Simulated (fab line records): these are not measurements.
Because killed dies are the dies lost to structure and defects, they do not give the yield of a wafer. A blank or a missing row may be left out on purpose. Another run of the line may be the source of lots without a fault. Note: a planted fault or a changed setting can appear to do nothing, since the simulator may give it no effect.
Chamber matching ; flow n5Finfet ; N5_STI_FIN_REVEAL_ALD_00 on aldSin-02 has 4 sister chambers
The step deposits SiO2, target thk 1 nm, pulse time 1 s. 16 wafers are shown with their chamber, then 8 later ones without.

WAFERS WITH THEIR CHAMBER
wafer;chamber;heaterPowerW (W);precursorPulseHeightRel
L074.1;1;514;0.998
L074.2;2;481;0.997
L074.3;0;467;1.031
L074.4;3;493;1.011
L074.5;2;483;0.985
L074.6;1;508;0.990
L076.1;0;467;0.996
L076.2;1;516;0.955
L076.5;1;511;0.995
L078.1;1;512;1.014
L078.3;2;487;1.037
L078.6;1;519;1.014
L079.2;3;495;0.980
L079.3;0;467;1.013
L079.6;3;487;1.016
L089.1;2;486;0.977

SIGNATURES (means of the wafers above)
reading;chamber 0;chamber 1;chamber 2;chamber 3;scatter within a chamber
heaterPowerW;467.00;513.33;484.25;491.67;3.33
precursorPulseHeightRel;1.01333;0.99433;0.99900;1.00233;0.0221
Rule: a wafer's distance from a chamber is the root of the sum, over the readings, of the square of ((its reading less the chamber's mean) divided by the reading's scatter). The wafer belongs to the nearest chamber; if the next one is less than 2 further off, it can't be placed. The scatter: the root of (the sum of the squares of (reading less its chamber's mean) over the shown wafers, divided by (wafers less chambers)).

WAFERS WITHOUT THEIR CHAMBER
wafer;heaterPowerW (W);precursorPulseHeightRel
L089.5;472;1.031
L089.6;489;0.993
L090.1;508;1.005
L090.2;475;1.020
L090.5;464;1.013
L093.3;498;1.012
L093.5;469;0.982
L093.6;483;1.005

WHICH CHAMBER EACH ONE RAN IN
wafer;from the rows above;in truth
L089.5;0;0
L089.6;can't be placed: 3 or 2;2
L090.1;1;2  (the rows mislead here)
L090.2;can't be placed: 0 or 2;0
L090.5;0;0
L093.3;3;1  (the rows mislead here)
L093.5;0;0
L093.6;2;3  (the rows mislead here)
Correct placement for 3 of the 8. Unplaceable from these rows: 2, with the true chamber sitting among the candidates in 2. 3 placed wrongly.
